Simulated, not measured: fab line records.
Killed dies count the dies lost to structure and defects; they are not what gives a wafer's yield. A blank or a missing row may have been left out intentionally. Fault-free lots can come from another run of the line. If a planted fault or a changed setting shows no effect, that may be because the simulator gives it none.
Code-filled problem report in 8D (eight disciplines) form / flow n5Finfet / the parts of the form that need people (team, actions taken, sign-off) are left out

## 1. WHAT IS WRONG
Wafers without a fault read 66.28 s, standard deviation 0.24; runLengthS at N5_BEOL_M4_COAT_61 reads a mean of 43.80 s on 4 wafers belonging to 2 lots. That is -94 standard deviations from the usual mean.
The step: time 60 s, resist thk 60 nm.
The first sign was on wafer L905.1 at day 9 22:01, on lithoTrack-02. The record has a number at this step for 18 wafers belonging to 6 lots. Rule for "out" (also "out of limits"): further than 4 standard deviations from the usual mean. The rest of the wafers with a number are treated as sound.

## 2. WHAT THIS IS AND IS NOT
question=which readings at this step | is=runLengthS, heaterPowerTotalW | is not=spinSpeedRpm
question=which lots | is=L905, L911 | is not=L903, L916, L917, L920
question=which wafers of those lots | is=L905.1, L905.5, L911.1, L911.5 | is not=L905.2, L911.3
question=read on which tools | is=lithoTrack-02 | is not=lithoTrack-01, lithoTrack-03
question=when | is=from day 9 22:01 | is not=up to then (4 sound wafers); but 10 sound wafers of L911, L916, L917, L920 came after

## 3. SUSPECTS, AND WHAT RULES EACH OUT
Counting: a tool at a process step up to the reading stays a suspect if it ran every lot that is out. Sound lots after the first of them don't rule it out here, since some wafers of a struck lot are sound.
- cmp-01 at N5_BEOL_M3_CMP_52 (polishes, stops on SiOC, t overpolish 6.8 s, target thk 40 nm): kept. Every lot that is out went through it, the first being L905 (day 9 20:17); the last sound lot it ran before that was L903 (day 9 10:30).
- pecvd-02 at N5_BEOL_M4_ILD_DEP_00 (deposits SiOC from DEMS/O2, target thk 79 nm, time 15.3 s): kept. It ran every lot that is out, first L905 (day 9 20:55).
- pecvd-02 at N5_BEOL_M4_PECVD_72 (deposits SiO2 from TEOS/O2, target thk 16 nm, time 18 s): kept. Every lot that is out went through it, the first being L905 (day 9 21:01); the last sound lot it ran before that was L903 (day 9 11:10).
- lithoTrack-02 at N5_BEOL_M4_COAT_61 (time 60 s, resist thk 60 nm): kept. It ran every lot that is out, first L905 (day 9 22:01). Its own heaterPowerTotalW, runLengthS readings are out on those wafers.
- Within cmp-01 at N5_BEOL_M3_CMP_52: the wafers that are out ran in chambers 1, 3; their sound lot-mates ran in chambers 0, 2.
- Within pecvd-02 at N5_BEOL_M4_PECVD_72: the wafers that are out ran in chambers 0, 2; their sound lot-mates ran in chamber 1.
Left after counting: cmp-01 at N5_BEOL_M3_CMP_52, pecvd-02 at N5_BEOL_M4_ILD_DEP_00, pecvd-02 at N5_BEOL_M4_PECVD_72, lithoTrack-02 at N5_BEOL_M4_COAT_61.

## 4. THE CAUSE (what the simulator had put in)
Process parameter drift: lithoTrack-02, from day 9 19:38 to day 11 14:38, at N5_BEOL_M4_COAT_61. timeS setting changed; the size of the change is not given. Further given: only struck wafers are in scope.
Counting leaves 4 suspects; this tool is one of them.

## 5. THE CHAIN OF EFFECTS, in route order
Each row: a reading whose mean over the struck wafers that have a number lies more than 3 standard deviations from the usual. Only readings for which the record gives a usual standard deviation are gone through. hours: the time from each lot's start at the first step in this table that gives one to its start at this step, as a median over the lots. sigmas: the change in usual standard deviations.
hours=0; step=N5_BEOL_M4_COAT_61; reading=heaterPowerTotalW; usual=500.4 W; on struck wafers=670.4; change=+170.0; sigmas=+89
hours=0; step=N5_BEOL_M4_COAT_61; reading=runLengthS; usual=66.28 s; on struck wafers=43.80; change=-22.48; sigmas=-94
It contains these process steps:
- N5_BEOL_M4_COAT_61: time 60 s, resist thk 60 nm.
At these later measuring or inspecting steps, every struck wafer for which the step has a row has a number for every such reading, and none has moved that far: N5_BEOL_M4_RC_MEAS_101.

## 6. HOW IT WOULD HAVE BEEN CAUGHT EARLIER
In this record no reading fell out of limits until day 9 22:01, 2 hours after the fault had begun at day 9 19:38.
